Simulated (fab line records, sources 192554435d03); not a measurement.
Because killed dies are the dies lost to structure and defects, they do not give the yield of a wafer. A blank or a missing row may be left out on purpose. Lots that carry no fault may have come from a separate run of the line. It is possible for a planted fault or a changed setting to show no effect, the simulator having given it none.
Chamber matching || flow n5Finfet || rieDiel-01 running N5_BEOL_M13_ETCH_68: 4 sister chambers
The step etches SOC in N2/H2, time 355 s. 33 wafers are shown with their chamber, then 12 later ones without.

## WAFERS PAIRED WITH THEIR CHAMBERS
{"wafer": "L074.1", "chamber": 1, "throttleValvePct (%)": 17.89, "showerheadPlenumPTorr (Torr)": 2.69, "oesProductAu (a.u.)": 0.86}
{"wafer": "L074.2", "chamber": 2, "throttleValvePct (%)": 17.33, "showerheadPlenumPTorr (Torr)": 2.71, "oesProductAu (a.u.)": 0.90}
{"wafer": "L074.5", "chamber": 3, "throttleValvePct (%)": 18.16, "showerheadPlenumPTorr (Torr)": 2.63, "oesProductAu (a.u.)": 0.71}
{"wafer": "L076.2", "chamber": 3, "throttleValvePct (%)": 18.16, "showerheadPlenumPTorr (Torr)": 2.63, "oesProductAu (a.u.)": 0.70}
{"wafer": "L076.3", "chamber": 2, "throttleValvePct (%)": 17.33, "showerheadPlenumPTorr (Torr)": 2.71, "oesProductAu (a.u.)": 0.90}
{"wafer": "L076.5", "chamber": 2, "throttleValvePct (%)": 17.32, "showerheadPlenumPTorr (Torr)": 2.71, "oesProductAu (a.u.)": 0.90}
{"wafer": "L078.1", "chamber": 3, "throttleValvePct (%)": 18.19, "showerheadPlenumPTorr (Torr)": 2.62, "oesProductAu (a.u.)": 0.69}
{"wafer": "L078.5", "chamber": 2, "throttleValvePct (%)": 17.36, "showerheadPlenumPTorr (Torr)": 2.70, "oesProductAu (a.u.)": 0.88}
{"wafer": "L078.6", "chamber": 3, "throttleValvePct (%)": 18.18, "showerheadPlenumPTorr (Torr)": 2.62, "oesProductAu (a.u.)": 0.69}
{"wafer": "L080.1", "chamber": 1, "throttleValvePct (%)": 17.91, "showerheadPlenumPTorr (Torr)": 2.68, "oesProductAu (a.u.)": 0.85}
{"wafer": "L080.5", "chamber": 0, "throttleValvePct (%)": 17.94, "showerheadPlenumPTorr (Torr)": 2.62, "oesProductAu (a.u.)": 0.70}
{"wafer": "L080.6", "chamber": 1, "throttleValvePct (%)": 17.92, "showerheadPlenumPTorr (Torr)": 2.68, "oesProductAu (a.u.)": 0.85}
{"wafer": "L079.1", "chamber": 3, "throttleValvePct (%)": 18.18, "showerheadPlenumPTorr (Torr)": 2.62, "oesProductAu (a.u.)": 0.71}
{"wafer": "L079.4", "chamber": 0, "throttleValvePct (%)": 17.94, "showerheadPlenumPTorr (Torr)": 2.62, "oesProductAu (a.u.)": 0.71}
{"wafer": "L079.5", "chamber": 3, "throttleValvePct (%)": 18.19, "showerheadPlenumPTorr (Torr)": 2.62, "oesProductAu (a.u.)": 0.71}
{"wafer": "L081.4", "chamber": 2, "throttleValvePct (%)": 17.35, "showerheadPlenumPTorr (Torr)": 2.70, "oesProductAu (a.u.)": 0.88}
{"wafer": "L081.5", "chamber": 3, "throttleValvePct (%)": 18.19, "showerheadPlenumPTorr (Torr)": 2.62, "oesProductAu (a.u.)": 0.70}
{"wafer": "L081.6", "chamber": 0, "throttleValvePct (%)": 17.97, "showerheadPlenumPTorr (Torr)": 2.62, "oesProductAu (a.u.)": 0.70}
{"wafer": "L083.4", "chamber": 3, "throttleValvePct (%)": 18.20, "showerheadPlenumPTorr (Torr)": 2.62, "oesProductAu (a.u.)": 0.70}
{"wafer": "L083.5", "chamber": 0, "throttleValvePct (%)": 17.95, "showerheadPlenumPTorr (Torr)": 2.62, "oesProductAu (a.u.)": 0.70}
{"wafer": "L083.6", "chamber": 2, "throttleValvePct (%)": 17.35, "showerheadPlenumPTorr (Torr)": 2.70, "oesProductAu (a.u.)": 0.88}
{"wafer": "L082.2", "chamber": 2, "throttleValvePct (%)": 17.38, "showerheadPlenumPTorr (Torr)": 2.70, "oesProductAu (a.u.)": 0.86}
{"wafer": "L082.4", "chamber": 1, "throttleValvePct (%)": 17.91, "showerheadPlenumPTorr (Torr)": 2.68, "oesProductAu (a.u.)": 0.85}
{"wafer": "L082.5", "chamber": 1, "throttleValvePct (%)": 17.93, "showerheadPlenumPTorr (Torr)": 2.68, "oesProductAu (a.u.)": 0.84}
{"wafer": "L084.1", "chamber": 1, "throttleValvePct (%)": 17.91, "showerheadPlenumPTorr (Torr)": 2.68, "oesProductAu (a.u.)": 0.85}
{"wafer": "L084.2", "chamber": 3, "throttleValvePct (%)": 18.21, "showerheadPlenumPTorr (Torr)": 2.62, "oesProductAu (a.u.)": 0.68}
{"wafer": "L084.4", "chamber": 2, "throttleValvePct (%)": 17.37, "showerheadPlenumPTorr (Torr)": 2.70, "oesProductAu (a.u.)": 0.86}
{"wafer": "L089.1", "chamber": 1, "throttleValvePct (%)": 17.94, "showerheadPlenumPTorr (Torr)": 2.68, "oesProductAu (a.u.)": 0.85}
{"wafer": "L089.3", "chamber": 0, "throttleValvePct (%)": 17.98, "showerheadPlenumPTorr (Torr)": 2.61, "oesProductAu (a.u.)": 0.70}
{"wafer": "L089.4", "chamber": 1, "throttleValvePct (%)": 17.93, "showerheadPlenumPTorr (Torr)": 2.68, "oesProductAu (a.u.)": 0.85}
{"wafer": "L087.3", "chamber": 0, "throttleValvePct (%)": 17.97, "showerheadPlenumPTorr (Torr)": 2.61, "oesProductAu (a.u.)": 0.69}
{"wafer": "L087.4", "chamber": 2, "throttleValvePct (%)": 17.37, "showerheadPlenumPTorr (Torr)": 2.70, "oesProductAu (a.u.)": 0.86}
{"wafer": "L087.6", "chamber": 1, "throttleValvePct (%)": 17.92, "showerheadPlenumPTorr (Torr)": 2.68, "oesProductAu (a.u.)": 0.84}

SIGNATURES (means of the wafers above)
{"reading": "throttleValvePct", "chamber 0": 17.9583, "chamber 1": 17.9178, "chamber 2": 17.3511, "chamber 3": 18.1844, "scatter within a chamber": 0.0176}
{"reading": "showerheadPlenumPTorr", "chamber 0": 2.6167, "chamber 1": 2.6811, "chamber 2": 2.7033, "chamber 3": 2.6222, "scatter within a chamber": 0.00446}
{"reading": "oesProductAu", "chamber 0": 0.7000, "chamber 1": 0.8489, "chamber 2": 0.8800, "chamber 3": 0.6989, "scatter within a chamber": 0.0114}
Rule: for each reading, subtract the chamber's mean from the wafer's reading, divide by that reading's scatter and square the result; add these up over the readings and take the root, which gives the wafer's distance from the chamber. If the next closest chamber is less than 2 further off than the closest, the wafer can't be placed; otherwise it belongs to the closest. The scatter is the square root of a quotient: the sum, over the shown wafers, of each reading's squared deviation from its chamber's mean, divided by wafers minus chambers.

## WAFERS WITH NO CHAMBER GIVEN
{"wafer": "L093.1", "throttleValvePct (%)": 17.95, "showerheadPlenumPTorr (Torr)": 2.68, "oesProductAu (a.u.)": 0.83}
{"wafer": "L093.4", "throttleValvePct (%)": 18.22, "showerheadPlenumPTorr (Torr)": 2.62, "oesProductAu (a.u.)": 0.68}
{"wafer": "L093.5", "throttleValvePct (%)": 18.21, "showerheadPlenumPTorr (Torr)": 2.61, "oesProductAu (a.u.)": 0.68}
{"wafer": "L092.2", "throttleValvePct (%)": 17.79, "showerheadPlenumPTorr (Torr)": 2.61, "oesProductAu (a.u.)": 0.98}
{"wafer": "L092.4", "throttleValvePct (%)": 17.80, "showerheadPlenumPTorr (Torr)": 2.61, "oesProductAu (a.u.)": 0.99}
{"wafer": "L092.6", "throttleValvePct (%)": 17.96, "showerheadPlenumPTorr (Torr)": 2.67, "oesProductAu (a.u.)": 0.83}
{"wafer": "L095.3", "throttleValvePct (%)": 17.79, "showerheadPlenumPTorr (Torr)": 2.61, "oesProductAu (a.u.)": 0.97}
{"wafer": "L095.4", "throttleValvePct (%)": 17.42, "showerheadPlenumPTorr (Torr)": 2.69, "oesProductAu (a.u.)": 0.84}
{"wafer": "L095.6", "throttleValvePct (%)": 17.40, "showerheadPlenumPTorr (Torr)": 2.69, "oesProductAu (a.u.)": 0.84}
{"wafer": "L090.2", "throttleValvePct (%)": 17.81, "showerheadPlenumPTorr (Torr)": 2.61, "oesProductAu (a.u.)": 0.95}
{"wafer": "L090.4", "throttleValvePct (%)": 17.55, "showerheadPlenumPTorr (Torr)": 2.60, "oesProductAu (a.u.)": 0.97}
{"wafer": "L090.6", "throttleValvePct (%)": 17.96, "showerheadPlenumPTorr (Torr)": 2.67, "oesProductAu (a.u.)": 0.81}

## WHICH CHAMBER EACH WENT THROUGH
{"wafer": "L093.1", "from the rows above": 1, "in truth": 1}
{"wafer": "L093.4", "from the rows above": 3, "in truth": 3}
{"wafer": "L093.5", "from the rows above": 3, "in truth": 3}
{"wafer": "L092.2", "from the rows above": 1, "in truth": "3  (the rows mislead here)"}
{"wafer": "L092.4", "from the rows above": 1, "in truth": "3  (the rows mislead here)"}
{"wafer": "L092.6", "from the rows above": 1, "in truth": 1}
{"wafer": "L095.3", "from the rows above": 1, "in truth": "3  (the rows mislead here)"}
{"wafer": "L095.4", "from the rows above": 2, "in truth": 2}
{"wafer": "L095.6", "from the rows above": 2, "in truth": 2}
{"wafer": "L090.2", "from the rows above": 1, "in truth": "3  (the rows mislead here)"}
{"wafer": "L090.4", "from the rows above": 2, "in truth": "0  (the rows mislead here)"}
{"wafer": "L090.6", "from the rows above": 1, "in truth": 1}
Correct placement for 7 of the 12. Number that these rows cannot place: 0. Placed wrongly: 5.
